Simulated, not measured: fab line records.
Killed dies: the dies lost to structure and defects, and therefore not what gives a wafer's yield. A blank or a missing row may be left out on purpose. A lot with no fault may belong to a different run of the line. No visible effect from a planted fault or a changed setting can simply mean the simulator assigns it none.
Chamber matching ; flow n5_finfet ; N5_BEOL_M1_ETCH_64 on rie_diel-06: 4 sister chambers
The step etches SOC in N2/H2, target depth 75 nm, overetch 15 nm, time 112.5 s. 20 wafers are shown with their chamber, then 10 later ones without.

## EACH WAFER AND ITS CHAMBER
wafer;chamber;drypump_motor_current_A (A);throttle_valve_pct (%);showerhead_plenum_p_Torr (Torr)
L074.1;3;5.3;18.2;2.44
L074.3;0;5.3;18.0;2.49
L074.5;1;5.1;18.1;2.41
L076.1;0;5.4;18.0;2.49
L076.3;3;5.3;18.2;2.44
L076.6;2;4.8;18.0;2.62
L079.3;2;4.8;18.0;2.61
L079.4;3;5.3;18.2;2.44
L079.6;0;5.4;18.0;2.48
L080.1;2;4.8;18.0;2.61
L080.2;1;5.1;17.6;2.73
L080.6;3;5.3;18.2;2.44
L082.2;3;5.3;18.2;2.44
L082.4;3;5.3;18.2;2.44
L082.6;3;5.3;18.2;2.44
L084.1;1;5.1;17.6;2.73
L084.3;0;5.4;18.0;2.48
L084.4;1;5.2;17.6;2.73
L089.2;3;5.3;18.3;2.43
L089.4;3;5.3;18.3;2.43

SIGNATURES, as means of the wafers listed above
reading;chamber 0;chamber 1;chamber 2;chamber 3;scatter within a chamber
drypump_motor_current_A;5.375;5.125;4.800;5.300;0.0306
throttle_valve_pct;18.000;17.725;18.000;18.222;0.113
showerhead_plenum_p_Torr;2.4850;2.6500;2.6133;2.4378;0.0694
Rule: a wafer lies at a distance from a chamber equal to the root of the sum of squares, over the readings, of (its reading less the chamber's mean, divided by the reading's scatter). The wafer belongs to the nearest chamber; if the next one is less than 2 further off, it can't be placed. The scatter is the square root of a quotient: the sum, over the shown wafers, of each reading's squared deviation from its chamber's mean, divided by wafers minus chambers.

## WAFERS MISSING THEIR CHAMBER
wafer;drypump_motor_current_A (A);throttle_valve_pct (%);showerhead_plenum_p_Torr (Torr)
L089.6;5.3;18.3;2.43
L091.2;5.3;18.3;2.43
L091.4;5.3;18.3;2.43
L091.6;5.3;18.3;2.43
L094.4;4.8;17.5;2.60
L094.5;5.3;18.3;2.42
L094.6;5.3;18.1;2.47
L095.1;5.3;18.3;2.42
L095.5;4.8;17.5;2.60
L095.6;5.4;18.1;2.47

## THE CHAMBER EACH PASSED THROUGH
wafer;from the rows above;in truth
L089.6;3;3
L091.2;3;3
L091.4;3;3
L091.6;3;3
L094.4;2;2
L094.5;3;3
L094.6;can't be placed: 3 or 0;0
L095.1;3;3
L095.5;2;2
L095.6;0;0
9 of 10 placed correctly. From these rows, 1 cannot be placed; in 1 the true chamber is one of the candidates. 0 placed wrongly.
